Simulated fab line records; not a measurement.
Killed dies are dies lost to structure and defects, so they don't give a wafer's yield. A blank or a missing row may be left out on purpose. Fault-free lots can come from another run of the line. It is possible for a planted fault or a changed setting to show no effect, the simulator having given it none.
Problem report in the 8D (eight disciplines) form, filled by code | flow nandHarc | the parts of the form that need people (team, actions taken, sign-off) are left out

== 1. WHAT WENT WRONG ==
rawDefectCount at NHARC_A_CONTACT_INSPECT_10 reads a mean of 741 on 9 wafers of 3 lots; wafers without a fault read 82 with a standard deviation of 34. Relative to the usual mean, that is a shift of +19 standard deviations.
Seen first at day 29 04:40 on defectInspect-01, wafer L872.2. The record has a number at this step for 36 wafers belonging to 12 lots. Rule for "out" (also "out of limits"): further than 4 standard deviations from the usual mean. The other wafers with a number count as sound.

== 2. WHAT IT IS AND WHAT IT IS NOT ==
question                    | is                                 | is not
which readings at this step | rawDefectCount                     | -
which lots                  | L872, L873, L875                   | L857, L861, L862, L863, L864, L867, L874, L877, L878
which wafers of those lots  | all that have a number             | -
read on which gauges        | defectInspect-01, defectInspect-02 | -
when                        | from day 29 04:40                  | up to then (18 sound wafers); but 9 sound wafers of L874, L877, L878 came after

== 3. WHAT RULES OUT EACH SUSPECT ==
Counting: any tool at a process step up to the reading is kept as a suspect provided that every lot that is out went through it and no sound lot did after the first of them.
- the gauge at NHARC_A_CONTACT_INSPECT_10 has been ruled out. The wafers that are out were read on 2 gauges (defectInspect-01, defectInspect-02).
- pecvd-04 at NHARC_A_CONTACT_DEP_85 (deposits SiON, target thk 60 nm): kept. It processed each lot that is out, first L872 at day 29 03:52, and no sound lot thereafter; up to then, the last sound lot it processed was L863 at day 25 16:32.
Left after counting: pecvd-04 at NHARC_A_CONTACT_DEP_85.

== 4. THE CAUSE (what the simulator had put in) ==
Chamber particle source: pecvd-04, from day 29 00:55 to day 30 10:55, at NHARC_A_CONTACT_DEP_85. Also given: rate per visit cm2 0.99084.
Only this tool survived the counting.

== 5. THE CHAIN OF EFFECTS, in route order ==
Rows list readings where the struck wafers' mean (over those with a number) sits beyond 3 standard deviations from the usual. Only readings for which the record gives a usual standard deviation are gone through. hours: the time from each lot's start at the first step in this table that gives one to its start at this step, as a median over the lots. sigmas: the change in usual standard deviations.
hours | step                       | reading        | usual | on struck wafers | change | sigmas
0     | NHARC_A_CONTACT_INSPECT_10 | rawDefectCount | 82    | 741              | +659   | +19
50    | NHARC_END_SORT_01          | killedAtArray  | 58    | 141              | +83    | +5.5
50    | NHARC_END_SORT_01          | killedDies     | 62    | 144              | +82    | +5.4

== 6. WHAT WOULD HAVE CAUGHT IT SOONER ==
The first out-of-limits reading at a measuring or inspecting step in this record came at day 29 04:40, 4 hours after the fault's start at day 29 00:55.
No tool reading at NHARC_A_CONTACT_DEP_85 that has a usual standard deviation in the record was out on any struck wafer, so an alarm limit of 4 standard deviations on those readings would not have fired.
Of the lots that are out (3), L875, L873 began NHARC_A_CONTACT_DEP_85 on pecvd-04 after day 29 04:40. A hold on the tool at that time would have spared those 2.
